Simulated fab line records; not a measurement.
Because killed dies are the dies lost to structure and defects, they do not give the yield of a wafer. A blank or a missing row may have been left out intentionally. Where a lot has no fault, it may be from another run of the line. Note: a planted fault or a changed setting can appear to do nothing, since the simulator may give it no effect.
Lot-split experiment -- flow n5-finfet -- 39 wafers read from 7 lots, route of 1938 steps

THE SPLIT
At N5_BEOL_M10_DEP_56 (deposits SiCN from 3MS/NH3, target thk 15 nm, time 26.5 s), the setting target-thk-a was moved away from the recipe's 150 angstrom on 18 of the 39 wafers read, by -46.6% to +45.3%. The other wafers ran this setting at the recipe's value.

The split's own step is where the reading is taken.

THE READING
SiCN_of_BEOL_M10_DEP_56.thk-nm (the simulator's own value, which no gauge read), in nm, at N5_BEOL_M10_DEP_56 (deposits SiCN from 3MS/NH3, target thk 15 nm, time 26.5 s). There is no usual value for it anywhere in the file. The 21 wafers here that ran the recipe average 14.9 nm, standard deviation 0.22 nm.

wafer,"tool, chamber at the split","target-thk-a as run, angstrom",against the recipe,"SiCN_of_BEOL_M10_DEP_56.thk-nm, nm",against lot-mates on the recipe
L078.1,"pecvd-01, 1,0",203.7,+35.8%,20.2,+5.3
L078.4,"pecvd-01, 1,0",203.7,+35.8%,20.2,+5.3
L078.2,"pecvd-01, 0,2",150,recipe,14.8,-
L078.3,"pecvd-01, 0,2",150,recipe,14.8,-
L078.5,"pecvd-01, 1",203.7,+35.8%,20.6,+5.7
L078.6,"pecvd-01, 2",150,recipe,15,-
L079.1,"pecvd-01, 1",150,recipe,14.6,-
L079.3,"pecvd-01, 2",150,recipe,15,-
L079.4,"pecvd-01, 0",150,recipe,15.2,-
L080.1,"pecvd-03, 1",150,recipe,14.8,-
L080.2,"pecvd-03, 2,2,1",80.11,-46.6%,8,-6.8
L080.5,"pecvd-03, 2,2,1",80.11,-46.6%,8,-6.8
L080.6,"pecvd-03, 2,2,1",80.11,-46.6%,8,-6.8
L080.3,"pecvd-03, 0",150,recipe,14.6,-
L080.4,"pecvd-03, 0",150,recipe,15,-
L089.1,"pecvd-03, 2",217.9,+45.3%,21.8,+6.6
L089.2,"pecvd-03, 1",217.9,+45.3%,21.6,+6.4
L089.3,"pecvd-03, 0",150,recipe,15,-
L089.4,"pecvd-03, 2",150,recipe,15.4,-
L089.5,"pecvd-03, 0",150,recipe,15.2,-
L089.6,"pecvd-03, 1",217.9,+45.3%,22,+6.8
L090.1,"pecvd-03, 2,1",150,recipe,14.8,-
L090.5,"pecvd-03, 2,1",150,recipe,14.8,-
L090.2,"pecvd-03, 0,1,0",216.9,+44.6%,21.4,+6.5
L090.3,"pecvd-03, 0,1,0",216.9,+44.6%,21.4,+6.5
L090.6,"pecvd-03, 0,1,0",216.9,+44.6%,21.4,+6.5
L090.4,"pecvd-03, 2",150,recipe,15.2,-
L093.1,"pecvd-03, 2",124.6,-16.9%,12.6,-2.5
L093.3,"pecvd-03, 2",124.6,-16.9%,12.6,-2.5
L093.5,"pecvd-03, 2",124.6,-16.9%,12.6,-2.5
L093.2,"pecvd-03, 0",150,recipe,14.8,-
L093.4,"pecvd-03, 0",150,recipe,15.2,-
L093.6,"pecvd-03, 0",150,recipe,15.2,-
L095.1,"pecvd-03, 0",99.21,-33.9%,9.6,-5.2
L095.5,"pecvd-03, 0",99.21,-33.9%,9.6,-5.2
L095.2,"pecvd-03, 2",150,recipe,14.8,-
L095.3,"pecvd-03, 2",99.21,-33.9%,9.8,-5.0
L095.4,"pecvd-03, 0",150,recipe,14.6,-
L095.6,"pecvd-03, 2",150,recipe,15,-
When a row names more than one chamber, that row covers several wafers, and the file does not tell which wafer ran in which chamber.

FIT RESULTS
A straight line over all 39 wafers: SiCN_of_BEOL_M10_DEP_56.thk-nm changes by +0.149 nm for each +1% of target-thk-a; r = +1.00; the points scatter about the line by 0.21 nm.
The same after taking each lot's own level away (the mean of its wafers on the recipe; 39 wafers): +0.147 nm for each +1%; r = +1.00; scatter 0.17 nm.
The reading moves by 6.9 nm for the largest change in target-thk-a, on that fit.
The lots' own levels span 14.80 to 15.20 nm, that is 1.8 times the standard deviation above.
Consequently the slope shifts little with the lot-to-lot level, the two slopes agreeing.
Check: -6.88 nm against its lot-mates is what the line predicts for one of the wafers moved furthest among these (-46.6%) when that wafer is left out of the fit. Against them it came out at -6.8 nm.

THE OTHER SPLITS THESE WAFERS WENT THROUGH
Note: prior to the reading, these wafers also went through further splits. Each is held against what the fit with the lots' levels taken away leaves over:
other split on the same wafers,wafers away from the commonest value,r with SiCN_of_BEOL_M10_DEP_56.thk-nm (lot level and that fit taken away)
N5_BEOL_M3_ILD_DEP_00 time-s,9,-0.12
N5_BEOL_M3_CVD_47 target-thk-a,12,+0.10
N5_BEOL_M6_TRENCH_ETCH_37 target-depth-a,15,-0.31
N5_BEOL_M9_HM_DEP_02 target-thk-a,12,+0.23

FILE'S OWN FIT
SiCN_of_BEOL_M10_DEP_56.thk-nm changes by +0.147 nm for each +1% of target-thk-a, r = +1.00.
